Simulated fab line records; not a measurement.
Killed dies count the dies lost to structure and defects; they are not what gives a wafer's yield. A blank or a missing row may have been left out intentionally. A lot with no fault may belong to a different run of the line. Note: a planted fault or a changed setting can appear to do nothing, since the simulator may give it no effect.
Which of the tools did it? -- flow n5 finfet -- Sampling: 24 lots, 72 wafers, 6 of 1938 route steps

## WHAT EACH GAUGE READ, for each wafer
N5_GATE_CUT_CD_MEAS_13: the cd target is 20 nm.
lot,measured,on,cd nm (nm)
L074,day 4 13:52,cd sem-03,19.93 19.88 19.95
L076,day 4 21:57,cd sem-03,19.62 20.16 19.67
L075,day 5 01:04,cd sem-01,19.93 20.33 19.94
L077,day 5 06:46,cd sem-02,20.20 19.72 19.96
L078,day 6 02:26,cd sem-01,19.52 20.02 19.59
L079,day 6 03:26,cd sem-03,20.42 20.37 20.13
L080,day 6 06:01,cd sem-02,19.74 20.20 20.02
L081,day 6 08:57,cd sem-03,20.17 20.23 20.46
L082,day 6 09:46,cd sem-02,20.60 19.97 19.97
L083,day 6 17:17,cd sem-03,20.00 19.87 20.75
L084,day 7 01:07,cd sem-03,20.17 19.65 20.09
L085,day 7 03:34,cd sem-01,19.62 20.05 19.81
L086,day 7 19:50,cd sem-01,20.29 19.85 20.35
L087,day 7 22:14,cd sem-01,20.26 20.15 20.21
L088,day 8 01:59,cd sem-03,19.99 20.14 19.73
L089,day 8 05:58,cd sem-03,20.05 20.31 20.39
L090,day 8 13:33,cd sem-03,19.92 19.75 19.81
L091,day 8 17:17,cd sem-03,19.95 19.68 19.67
L092,day 8 22:55,cd sem-01,19.88 19.84 19.82
L093,day 9 06:44,cd sem-03,19.79 20.27 20.22
L094,day 9 13:14,cd sem-03,19.65 19.79 19.64
L095,day 9 17:58,cd sem-03,20.26 19.62 19.95
L096,day 10 05:51,cd sem-01,20.07 20.50 19.95
L097,day 10 08:52,cd sem-02,19.60 19.74 20.11

## WHAT TOOL EACH LOT RAN ON (gives the tool, then ch and the chambers of the sampled wafers, and finally the start)
lot,N5_HKMG_FIN_HK_ANNEAL_02,N5_HKMG_FIN_DESCUM_17,N5_HKMG_FIN_ALD_21,N5_GATE_CUT_STRIP_59,N5_GATE_CUT_CMP_02
L074,"rtp anneal-01 ch 0, day 4 01:26","rie diel-01 ch 1,2,3, day 4 05:37","ald metal-01 ch 0,2,3, day 4 08:58","rie diel-03 ch 0,1,3, day 4 10:38","cmp-04 ch 1,2,3, day 4 13:14"
L076,"rtp anneal-01 ch 0, day 4 09:34","rie diel-04 ch 0,1,2, day 4 13:40","ald metal-01 ch 2,3, day 4 16:49","rie diel-03 ch 0,1,3, day 4 18:37","cmp-04 ch 0,3, day 4 21:12"
L075,"rtp anneal-02 ch 0, day 4 12:43","rie diel-02 ch 0,1,2, day 4 16:48","ald metal-01 ch 1,2, day 4 20:13","rie diel-03 ch 0,3, day 4 21:54","cmp-02 ch 0,1,2, day 5 00:31"
L077,"rtp anneal-02 ch 0, day 4 18:23","rie diel-02 ch 1,2,3, day 4 22:31","ald metal-01 ch 0,3, day 5 01:40","rie diel-05 ch 0,3, day 5 03:25","cmp-02 ch 0,1,3, day 5 05:59"
L078,"rtp anneal-02 ch 0, day 5 14:00","rie diel-02 ch 1,2,3, day 5 18:15","ald metal-03 ch 0,1,3, day 5 21:29","rie diel-06 ch 1,2,3, day 5 23:10","cmp-02 ch 1,2,3, day 6 01:39"
L079,"rtp anneal-01 ch 0, day 5 14:43","rie diel-02 ch 2,3, day 5 19:10","ald metal-02 ch 0,1,2, day 5 22:25","rie diel-05 ch 0,1,2, day 6 00:16","cmp-02 ch 1,2, day 6 02:46"
L080,"rtp anneal-01 ch 0, day 5 16:52","rie diel-02 ch 1,3, day 5 21:29","ald metal-02 ch 0,1, day 6 00:45","rie diel-03 ch 1,2, day 6 02:26","cmp-04 ch 0,1, day 6 05:20"
L081,"rtp anneal-01 ch 0, day 5 20:13","rie diel-04 ch 1,2,3, day 6 00:23","ald metal-02 ch 0,1, day 6 03:56","rie diel-06 ch 0,1,3, day 6 05:40","cmp-03 ch 1,2, day 6 08:09"
L082,"rtp anneal-02 ch 0, day 5 21:30","rie diel-02 ch 2,3, day 6 01:36","ald metal-03 ch 0,3, day 6 04:57","rie diel-06 ch 1,2,3, day 6 06:37","cmp-03 ch 1,2,3, day 6 09:06"
L083,"rtp anneal-01 ch 0, day 6 05:02","rie diel-01 ch 0,1, day 6 09:11","ald metal-03 ch 1,2, day 6 12:20","rie diel-06 ch 1,3, day 6 14:00","cmp-04 ch 1,2, day 6 16:30"
L084,"rtp anneal-01 ch 0, day 6 12:28","rie diel-02 ch 0,1,2, day 6 16:34","ald metal-03 ch 1,2,3, day 6 19:43","rie diel-06 ch 0,1,3, day 6 21:42","cmp-03 ch 0,1,2, day 7 00:26"
L085,"rtp anneal-01 ch 0, day 6 14:08","rie diel-04 ch 0,1,3, day 6 18:11","ald metal-03 ch 1,2,3, day 6 21:41","rie diel-03 ch 0,1,3, day 6 23:49","cmp-04 ch 0,1,3, day 7 02:53"
L086,"rtp anneal-02 ch 0, day 7 06:25","rie diel-01 ch 2,3, day 7 10:19","ald metal-03 ch 1,2,3, day 7 13:30","rie diel-05 ch 0,3, day 7 15:31","cmp-04 ch 0,1,3, day 7 19:09"
L087,"rtp anneal-01 ch 0, day 7 08:39","rie diel-01 ch 0,1,2, day 7 12:35","ald metal-03 ch 1,3, day 7 15:50","rie diel-05 ch 1,2, day 7 17:33","cmp-03 ch 0,1,2, day 7 21:14"
L088,"rtp anneal-02 ch 0, day 7 12:04","rie diel-04 ch 1,2,3, day 7 16:40","ald metal-01 ch 0,2,3, day 7 20:02","rie diel-05 ch 1,3, day 7 21:46","cmp-02 ch 1,2,3, day 8 01:12"
L089,"rtp anneal-02 ch 0, day 7 17:40","rie diel-02 ch 0,3, day 7 21:43","ald metal-02 ch 1,2, day 8 00:56","rie diel-05 ch 0,3, day 8 02:38","cmp-02 ch 2,3, day 8 05:08"
L090,"rtp anneal-02 ch 0, day 8 00:47","rie diel-04 ch 1,2,3, day 8 04:53","ald metal-02 ch 0,1,3, day 8 08:01","rie diel-03 ch 0,1,3, day 8 09:41","cmp-02 ch 0,1,3, day 8 12:55"
L091,"rtp anneal-01 ch 0, day 8 05:00","rie diel-01 ch 0,3, day 8 09:08","ald metal-01 ch 0,2,3, day 8 12:22","rie diel-03 ch 1,2,3, day 8 14:02","cmp-03 ch 1,2,3, day 8 16:37"
L092,"rtp anneal-02 ch 0, day 8 09:37","rie diel-04 ch 0,2,3, day 8 14:19","ald metal-02 ch 0,1,3, day 8 17:31","rie diel-05 ch 0,1,2, day 8 19:19","cmp-02 ch 0,1,2, day 8 22:22"
L093,"rtp anneal-01 ch 0, day 8 18:26","rie diel-02 ch 2,3, day 8 22:39","ald metal-02 ch 1,3, day 9 01:47","rie diel-06 ch 1,2, day 9 03:28","cmp-04 ch 0,2,3, day 9 05:56"
L094,"rtp anneal-02 ch 0, day 9 00:59","rie diel-02 ch 0,1,2, day 9 05:03","ald metal-02 ch 0,1,2, day 9 08:14","rie diel-03 ch 0,1,2, day 9 09:56","cmp-02 ch 1,2,3, day 9 12:28"
L095,"rtp anneal-01 ch 0, day 9 05:22","rie diel-01 ch 0,2,3, day 9 09:37","ald metal-01 ch 0,1,3, day 9 12:51","rie diel-06 ch 0,1,3, day 9 14:40","cmp-02 ch 1,3, day 9 17:13"
L096,"rtp anneal-01 ch 0, day 9 17:28","rie diel-04 ch 0,2,3, day 9 21:47","ald metal-02 ch 2,3, day 10 00:54","rie diel-06 ch 0,1,2, day 10 02:34","cmp-02 ch 0,2,3, day 10 05:10"
L097,"rtp anneal-02 ch 0, day 9 20:33","rie diel-04 ch 0,2, day 10 00:52","ald metal-03 ch 0,2, day 10 04:00","rie diel-06 ch 0,2, day 10 05:40","cmp-02 ch 2,3, day 10 08:10"
- N5_HKMG_FIN_HK_ANNEAL_02: time 30 s.
- N5_HKMG_FIN_DESCUM_17: chemistry O2, time 7.9 s.
- N5_HKMG_FIN_ALD_21: deposits TiN, target thk 1.5 nm, pulse time 1 s, purge time 3 s.
- N5_GATE_CUT_STRIP_59: strips in N2/H2, time 20 s.
- N5_GATE_CUT_CMP_02: polishes, stops on SiO2, t overpolish 12.7 s, target thk 0 nm.

## WHAT THE TOOLS THEMSELVES READ (means of the sampled wafers that have a number; where no wafer has one, the mark that the record gives instead)
N5_HKMG_FIN_HK_ANNEAL_02.
lot,tool,lamp power pct (%),wafer_temp_C_max
L074,rtp anneal-01,8.84,703.2
L076,rtp anneal-01,8.79,703.2
L075,rtp anneal-02,8.79,702.8
L077,rtp anneal-02,8.73,702.9
L078,rtp anneal-02,8.80,703.4
L079,rtp anneal-01,8.84,703.6
L080,rtp anneal-01,8.82,703.0
L081,rtp anneal-01,8.81,702.9
L082,rtp anneal-02,8.77,703.0
L083,rtp anneal-01,8.82,702.9
L084,rtp anneal-01,8.82,702.2
L085,rtp anneal-01,8.79,703.3
L086,rtp anneal-02,8.76,703.1
L087,rtp anneal-01,8.77,702.6
L088,rtp anneal-02,8.84,702.6
L089,rtp anneal-02,8.80,702.5
L090,rtp anneal-02,8.78,702.9
L091,rtp anneal-01,8.83,703.7
L092,rtp anneal-02,8.81,703.3
L093,rtp anneal-01,8.81,703.3
L094,rtp anneal-02,8.80,703.1
L095,rtp anneal-01,8.82,702.6
L096,rtp anneal-01,8.82,702.8
L097,rtp anneal-02,8.80,702.9

N5_HKMG_FIN_DESCUM_17.
lot,tool,drypump motor current A (A),oes product au (a.u.),rf vpp V (V),showerhead plenum p Torr (Torr),throttle valve pct (%)
L074,rie diel-01,5.9,0.88,243.9,2.15,20.26
L076,rie diel-04,5.5,0.88,243.8,2.09,20.44
L075,rie diel-02,5.3,0.77,243.8,2.13,20.58
L077,rie diel-02,5.1,0.79,242.7,2.13,20.40
L078,rie diel-02,5.1,0.78,242.9,2.13,20.41
L079,rie diel-02,5.4,0.75,244.0,2.12,20.33
L080,rie diel-02,4.8,0.82,244.0,2.14,20.50
L081,rie diel-04,5.5,0.90,243.7,2.11,20.39
L082,rie diel-02,5.4,0.74,244.4,2.12,20.33
L083,rie diel-01,5.5,0.83,245.2,2.19,20.23
L084,rie diel-02,5.3,0.76,242.9,2.12,20.62
L085,rie diel-04,5.6,0.85,243.5,2.09,20.45
L086,rie diel-01,6.0,0.88,244.5,2.17,20.25
L087,rie diel-01,5.7,0.82,244.6,2.20,20.28
L088,rie diel-04,5.5,0.88,243.3,2.10,20.41
L089,rie diel-02,5.3,0.72,244.1,2.17,20.48
L090,rie diel-04,5.5,0.88,243.9,2.10,20.41
L091,rie diel-01,5.6,0.88,244.0,2.10,20.24
L092,rie diel-04,5.6,0.80,242.7,2.11,20.52
L093,rie diel-02,5.2,0.73,243.0,2.13,20.34
L094,rie diel-02,5.3,0.75,242.9,2.12,20.63
L095,rie diel-01,5.7,0.86,243.7,2.16,20.25
L096,rie diel-04,5.6,0.79,243.2,2.11,20.53
L097,rie diel-04,5.6,0.75,243.2,2.09,20.60

N5_HKMG_FIN_ALD_21.
lot,tool,chamber pressure Torr (Torr),heater power outer w (W),heater power w (W),precursor pulse height rel
L074,ald metal-01,2.999,528,859,0.985
L076,ald metal-01,3.000,489,799,0.996
L075,ald metal-01,3.010,610,1025,0.999
L077,ald metal-01,3.001,555,870,1.006
L078,ald metal-03,2.996,592,1006,0.993
L079,ald metal-02,2.996,536,859,1.002
L080,ald metal-02,3.001,539,817,0.988
L081,ald metal-02,2.988,541,828,1.015
L082,ald metal-03,3.002,588,993,1.009
L083,ald metal-03,2.995,571,976,1.032
L084,ald metal-03,2.999,596,978,1.001
L085,ald metal-03,3.000,597,992,0.996
L086,ald metal-03,2.994,591,982,0.980
L087,ald metal-03,3.005,586,1012,0.983
L088,ald metal-01,2.998,528,864,1.011
L089,ald metal-02,3.006,539,854,1.016
L090,ald metal-02,3.003,580,874,0.995
L091,ald metal-01,3.002,527,867,1.003
L092,ald metal-02,2.997,577,891,1.017
L093,ald metal-02,3.006,612,935,1.005
L094,ald metal-02,2.994,528,850,0.999
L095,ald metal-01,3.004,572,911,1.002
L096,ald metal-02,3.003,576,926,0.995
L097,ald metal-03,2.997,580,948,1.001

N5_GATE_CUT_STRIP_59.
lot,tool,drypump motor current A (A),oes product au (a.u.),rf vpp V (V),showerhead plenum p Torr (Torr),throttle valve pct (%)
L074,rie diel-03,5.6,0.77,44.8,3.39,12.23
L076,rie diel-03,5.6,0.77,45.7,3.38,12.23
L075,rie diel-03,6.0,0.71,45.3,3.35,12.38
L077,rie diel-05,5.2,0.75,45.5,3.38,12.07
L078,rie diel-06,5.6,0.73,44.8,3.31,12.38
L079,rie diel-05,5.2,0.81,45.6,3.35,12.21
L080,rie diel-03,5.3,0.80,44.5,3.44,11.97
L081,rie diel-06,5.4,0.72,45.9,3.29,12.48
L082,rie diel-06,5.6,0.73,46.1,3.31,12.40
L083,rie diel-06,5.6,0.69,44.6,3.23,12.50
L084,rie diel-06,5.4,0.71,44.6,3.29,12.49
L085,rie diel-03,5.6,0.85,45.1,3.37,12.06
L086,rie diel-05,5.2,0.74,44.9,3.37,12.13
L087,rie diel-05,5.5,0.84,45.3,3.37,12.20
L088,rie diel-05,5.2,0.80,44.9,3.36,11.93
L089,rie diel-05,5.2,0.74,45.7,3.37,12.14
L090,rie diel-03,5.6,0.83,44.6,3.37,12.08
L091,rie diel-03,5.4,0.76,45.7,3.42,12.17
L092,rie diel-05,5.2,0.79,45.9,3.34,12.28
L093,rie diel-06,5.8,0.84,45.4,3.46,12.13
L094,rie diel-03,5.7,0.81,46.3,3.40,11.95
L095,rie diel-06,5.4,0.89,45.6,3.41,12.12
L096,rie diel-06,5.7,0.80,45.5,3.44,12.23
L097,rie diel-06,5.7,0.75,44.7,3.38,12.36

N5_GATE_CUT_CMP_02.
lot,tool,motor current A (A),overpolish run s (s),time to endpoint s (s)
L074,cmp-04,9.1,12.704,27.3
L076,cmp-04,8.9,12.703,24.5
L075,cmp-02,8.5,12.703,24.1
L077,cmp-02,8.1,12.707,27.6
L078,cmp-02,8.5,12.699,24.6
L079,cmp-02,9.3,12.699,27.5
L080,cmp-04,9.3,12.705,24.8
L081,cmp-03,8.7,12.707,25.0
L082,cmp-03,9.7,12.690,26.1
L083,cmp-04,9.0,12.705,25.3
L084,cmp-03,8.7,12.699,25.4
L085,cmp-04,9.0,12.701,23.6
L086,cmp-04,9.2,12.699,23.4
L087,cmp-03,8.5,12.697,29.2
L088,cmp-02,8.4,12.697,27.0
L089,cmp-02,8.2,12.702,24.2
L090,cmp-02,8.2,12.697,27.9
L091,cmp-03,9.4,12.700,28.4
L092,cmp-02,8.4,12.689,25.2
L093,cmp-04,8.9,12.688,24.6
L094,cmp-02,8.6,12.705,26.1
L095,cmp-02,8.5,12.702,27.4
L096,cmp-02,7.8,12.695,25.4
L097,cmp-02,8.1,12.696,23.7

## THE ANSWER, worked out from the rows above alone
Rule: usual is defined by the lots themselves. Put in order of their means at a reading, lots are off if they are a third of the lots or fewer, leave a main group of 4 or more, and stand apart from it by a gap of 3 or more times the standard deviation of the main group's means; of several such gaps the widest counts. The tables above print the reading to a certain number of digits; a main group whose means all agree to those digits is not used. Also off: a lot with no number at a reading for which 4 or more lots have one. Where the step has rows for the other lots, those lots are counted as sound. Order of review: gauges by route order, followed by the tools' own readings, for which a lot's mean as printed above is used. The first step at which some lot is off is used, and at that step the reading that is off furthest; a lot without a number counts as furthest.
None of the lots is off at any reading shown; this tells nothing.

## WHAT THE SIMULATOR PUT IN
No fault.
